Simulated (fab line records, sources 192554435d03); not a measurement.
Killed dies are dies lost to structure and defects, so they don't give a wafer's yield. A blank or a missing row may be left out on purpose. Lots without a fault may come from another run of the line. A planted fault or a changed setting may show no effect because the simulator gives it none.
Split-lot experiment | flow n5_finfet | 7 lots, 21 wafers read, on a route of 1938 steps

THE SPLIT
At N5_BEOL_M14_ETCH_68 (etches SOC in N2/H2, time 450 s), the setting time_s was moved away from the recipe's 450 s on 8 of the 21 wafers read, by -18.0% to +18.0%. The other wafers ran this setting at the recipe's value.

The reading is taken at the split's own step.

THE READING
SiARC_of_BEOL_M14_COAT_66.thk_nm (the simulator's own value, which no gauge read), in nm, at N5_BEOL_M14_ETCH_68 (etches SOC in N2/H2, time 450 s). The file gives no usual value for it. The 13 wafers here that ran the recipe average 65.2 nm, standard deviation 0.82 nm.

wafer  | tool, chamber at the split | time_s as run, s | against the recipe | SiARC_of_BEOL_M14_COAT_66.thk_nm, nm | against lot-mates on the recipe
L077.3 | rie_diel-02, 3             | 517.4            | +15.0%             | 57.2                                 | -7.4
L077.4 | rie_diel-02, 1             | 450              | recipe             | 64.6                                 | -
L077.6 | rie_diel-02, 1             | 517.4            | +15.0%             | 58                                   | -6.6
L074.2 | rie_diel-04, 0             | 450              | recipe             | 66.4                                 | -
L074.3 | rie_diel-04, 1             | 450              | recipe             | 65.8                                 | -
L074.4 | rie_diel-04, 2             | 450              | recipe             | 64.4                                 | -
L080.1 | rie_diel-05, 1             | 450              | recipe             | 64.8                                 | -
L080.3 | rie_diel-05, 2             | 487.9            | +8.4%              | 62.4                                 | -2.4
L080.5 | rie_diel-05, 0             | 487.9            | +8.4%              | 63                                   | -1.8
L082.1 | rie_diel-04, 1             | 450              | recipe             | 65.6                                 | -
L082.2 | rie_diel-04, 2             | 368.8            | -18.0%             | 73                                   | +7.8
L082.3 | rie_diel-04, 3             | 450              | recipe             | 64.8                                 | -
L087.2 | rie_diel-04, 1             | 531.1            | +18.0%             | 56.6                                 | -7.4
L087.5 | rie_diel-04, 0             | 450              | recipe             | 64                                   | -
L087.6 | rie_diel-04, 3             | 531.1            | +18.0%             | 56                                   | -8.0
L095.2 | rie_diel-05, 2             | 450              | recipe             | 66                                   | -
L095.4 | rie_diel-05, 1             | 450              | recipe             | 65.6                                 | -
L095.5 | rie_diel-05, 0             | 450              | recipe             | 66.8                                 | -
L096.2 | rie_diel-04, 2             | 417.8            | -7.2%              | 67.8                                 | +3.2
L096.4 | rie_diel-04, 3             | 450              | recipe             | 64.6                                 | -
L096.6 | rie_diel-04, 3             | 450              | recipe             | 64.6                                 | -

THE FIT
A straight line over all 21 wafers: SiARC_of_BEOL_M14_COAT_66.thk_nm changes by -0.463 nm for each +1% of time_s; r = -0.98; the points scatter about the line by 0.91 nm.
The same after taking each lot's own level away (the mean of its wafers on the recipe; 21 wafers): -0.428 nm for each +1%; r = -0.98; scatter 0.68 nm.
On that fit, the largest move of time_s shifts the reading by 7.7 nm.
The lots' own levels span 64.00 to 66.13 nm, that is 2.6 times the standard deviation above.
So the lot-to-lot level changes the slope little: the two slopes agree.
Check: with one of the wafers moved furthest among these (-18.0%) left out of the fit, the line predicts +7.83 nm for it against its lot-mates. It came out at +7.8 nm against them.

OTHER SPLITS ON THESE WAFERS
These wafers also went through other splits before the reading. Each is held against what the fit with the lots' levels taken away leaves over:
other split on the same wafers | wafers away from the commonest value | r with SiARC_of_BEOL_M14_COAT_66.thk_nm (lot level and that fit taken away)
N5_BEOL_M12_EXPOSE_07 dose_mj  | 8                                    | +0.12

THE FILE'S OWN FIT
SiARC_of_BEOL_M14_COAT_66.thk_nm changes by -0.426 nm for each +1% of time_s, r = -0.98.
